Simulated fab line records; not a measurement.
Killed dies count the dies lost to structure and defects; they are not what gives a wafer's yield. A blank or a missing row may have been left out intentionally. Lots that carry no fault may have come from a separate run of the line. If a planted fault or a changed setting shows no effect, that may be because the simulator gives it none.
Problem report in the 8D (eight disciplines) form, filled by code	flow n5-finfet	the parts of the form that need people (team, actions taken, sign-off) are left out

== 1. PROBLEM STATEMENT ==
Wafers without a fault read 32, standard deviation 9.8; killed_at_M0_to_M3 at N5_PASSIVATION_PROBE_49 reads a mean of 1114 on 6 wafers belonging to 2 lots. That is +99 or more standard deviations from the usual mean.
First observed at day 17 10:30: wafer L725.1, on prober-02. Wafers with a number at this step in the record: 15, from 5 lots. Rule for "out", or "out of limits": more than 4 standard deviations from the usual mean. All remaining wafers that have a number are taken as sound.

== 2. WHAT IT IS; WHAT IT IS NOT ==
question	is	is not
which readings at this step	killed_at_M0_to_M3, defect-limited-yield, killed-dies, killed-on-rim, sort_bin_5_function, sort-n-pass, sort-yield-pct	killed_at_M4_up, killed-at-contacts, killed-at-front-end, killed-at-other, killed-open
which lots	L724, L725	L708, L715, L723
which wafers of those lots	all that have a number	-
read on which tools	prober-01, prober-02	-
when	from day 17 10:30	up to then (9 sound wafers)

== 3. THE SUSPECTS, EACH WITH WHAT RULES IT OUT ==
Counting: a tool stays on the suspect list if, at a process step up to the reading, it processed all lots that are out and no sound lot following the first of them.
- rie-diel-04 at N5_BEOL_M0_SAQP_STRIP_108 (strips in N2/H2): kept. Every lot that is out went through it, starting with L724 (day 9 17:10), and after that it ran no sound lot; the last sound lot it ran before then is L723 (day 9 11:53).
- rie-diel-05 at N5_BEOL_M0_SAQP_SPACER2_ETCHBACK_27 (etches SiO2 in CHF3/O2, target depth 22.5 nm, time 11.25 s): kept. Every lot that is out went through it, starting with L724 (day 9 20:03), and after that it ran no sound lot; the last sound lot it ran before then is L723 (day 9 12:41).
Remaining after the count are rie-diel-04 at N5_BEOL_M0_SAQP_STRIP_108 and rie-diel-05 at N5_BEOL_M0_SAQP_SPACER2_ETCHBACK_27.

== 4. THE CAUSE (what the simulator had put in) ==
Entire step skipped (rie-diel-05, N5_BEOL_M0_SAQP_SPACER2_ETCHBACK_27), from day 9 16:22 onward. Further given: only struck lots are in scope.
2 suspects survive the count, and this tool is in that group.

== 5. SEQUENCE OF EFFECTS, ordered by route ==
One row per reading whose mean, taken over the struck wafers that have a number, lies over 3 standard deviations from the usual. Only readings for which the record gives a usual standard deviation are gone through. hours: the time from each lot's start at the first step in this table that gives one to its start at this step, as a median over the lots. sigmas: the change in usual standard deviations.
hours	step	reading	usual	on struck wafers	change	sigmas
0	N5_PASSIVATION_PROBE_49	defect-limited-yield	91.5 %	0.0	-91.5	-65
0	N5_PASSIVATION_PROBE_49	killed_at_M0_to_M3	32	1114	+1082	+99 or more
0	N5_PASSIVATION_PROBE_49	killed-dies	100	1180	+1080	+64
0	N5_PASSIVATION_PROBE_49	killed-on-rim	13	152	+139	+36
0	N5_PASSIVATION_PROBE_49	sort_bin_5_function	5.0 %	96.8	+91.8	+99
0	N5_PASSIVATION_PROBE_49	sort-n-pass	1080	0	-1080	-64
0	N5_PASSIVATION_PROBE_49	sort-yield-pct	91.5 %	0.0	-91.5	-65
Its process steps:
- N5_PASSIVATION_PROBE_49
Readings that are blank on the struck wafers while sound wafers have them: CHF3_flow_sccm at N5_BEOL_M0_SAQP_SPACER2_ETCHBACK_27; O2_flow_sccm at N5_BEOL_M0_SAQP_SPACER2_ETCHBACK_27; bias-w at N5_BEOL_M0_SAQP_SPACER2_ETCHBACK_27; drypump-motor-current-A at N5_BEOL_M0_SAQP_SPACER2_ETCHBACK_27; oes-product-au at N5_BEOL_M0_SAQP_SPACER2_ETCHBACK_27; rf-fwd-power-W at N5_BEOL_M0_SAQP_SPACER2_ETCHBACK_27; rf-vpp-V at N5_BEOL_M0_SAQP_SPACER2_ETCHBACK_27; showerhead-plenum-p-Torr at N5_BEOL_M0_SAQP_SPACER2_ETCHBACK_27; and 1 more.

== 6. HOW IT WOULD HAVE BEEN CAUGHT EARLIER ==
The fault began at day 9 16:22; the first out-of-limits reading in this record came at day 17 10:30, 186 hours later.
At N5_BEOL_M0_SAQP_SPACER2_ETCHBACK_27 the tool's readings are blank on the struck wafers, where sound wafers have them: an empty tool record is the first sign, and it was there at once.
All the lots that are out (2) had begun N5_BEOL_M0_SAQP_SPACER2_ETCHBACK_27 on rie-diel-05 by day 17 10:30. Tool hold at that time: it would have spared none of them.
